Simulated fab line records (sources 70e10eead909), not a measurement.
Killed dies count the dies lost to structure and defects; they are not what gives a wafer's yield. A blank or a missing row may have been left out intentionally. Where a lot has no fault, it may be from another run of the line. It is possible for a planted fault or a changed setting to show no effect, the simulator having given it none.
Comparing a struck lot with a sound one ; flow nand harc ; 14 out of 1302 route steps
Sound: wafers L316.3, L316.5, L316.6. Struck: wafer L317.2. The cause comes at the end.
Per side, at each step with rows, come the tool, then ch with its chambers, and then its first start. Under that, the readings that differ: sound wafers ; struck wafers ; difference of the means ; sigmas: that difference in standard deviations of wafers without a fault.
alike: same words and numbers on both sides, and readings whose means sit less than 2 such deviations apart. not compared: any withheld reading, any reading some wafer has no value for, any bound like >300 that may hide the same value, and any number with overlapping values for which the record gives no deviation.
The two part at a step that has a row with sigmas, a row that says differs or no value, or rows on one side only. Numbers that don't overlap but have no deviation are shown without sigmas and don't part them. Lack of a reading on every wafer of one side parts them only where that side has two or more wafers.

first, 1 step without rows for these wafers: NHARC_P_ZERO_WELL_SRD_69.
NHARC_P_ZERO_WELL_RTA_42: time 300 s.
  sound on rtp anneal-01 ch 0, day 6 06:58; struck on rtp anneal-02 ch 0, day 6 16:58
reading;sound;struck;difference;sigmas
anneal temp c max;1104.5 1103.6 1104.1;1108.5;+4.4;+3
  alike: lamp power pct, lamp_zone_3_pct, lamp_zone_6_pct, wafer_temp_C_max
NHARC_P_ZERO_WELL_INSPECT_43:
  sound on defect inspect-02, day 6 07:25; struck on defect inspect-02, day 6 17:32
  alike: raw defect count
then, 9 steps without rows for these wafers: NHARC_P_STI_ETCH_26 (etches SiO2 in dHF, target depth 11 nm); NHARC_P_STI_PRECLEAN_27 (cleans in SC1); NHARC_P_STI_SRD_28; NHARC_P_STI_OXIDE_29 (material SiO2, target thk 10 nm, ox time 1362 s); NHARC_P_STI_HM_DEP_30 (deposits Si3N4, target thk 80 nm, time 873 s); NHARC_P_STI_DEHYDRATE_01 (time 120 s); NHARC_P_STI_HMDS_02 (time 30 s); NHARC_P_STI_COAT_41 (time 65 s); NHARC_P_STI_COAT_03 (resist thk 600 nm).
NHARC_P_STI_SOFTBAKE_04: time 70 s.
  sound on litho track-03 ch 0, day 6 22:00; struck on litho track-07 ch 0, day 7 09:00
reading;sound;struck;difference;sigmas
heater power total W (W);202.7 202.4 202.4;205.8;+3.3;+3
  alike: exhaust pa
  not compared: plate temp C
next, for these wafers, 1 step has no rows: NHARC_P_STI_EBR_05.

## WHERE THEY PART
Last at NHARC_P_STI_SOFTBAKE_04 as far as this record goes, first at NHARC_P_ZERO_WELL_RTA_42.

WHY: what had been put in by the simulator
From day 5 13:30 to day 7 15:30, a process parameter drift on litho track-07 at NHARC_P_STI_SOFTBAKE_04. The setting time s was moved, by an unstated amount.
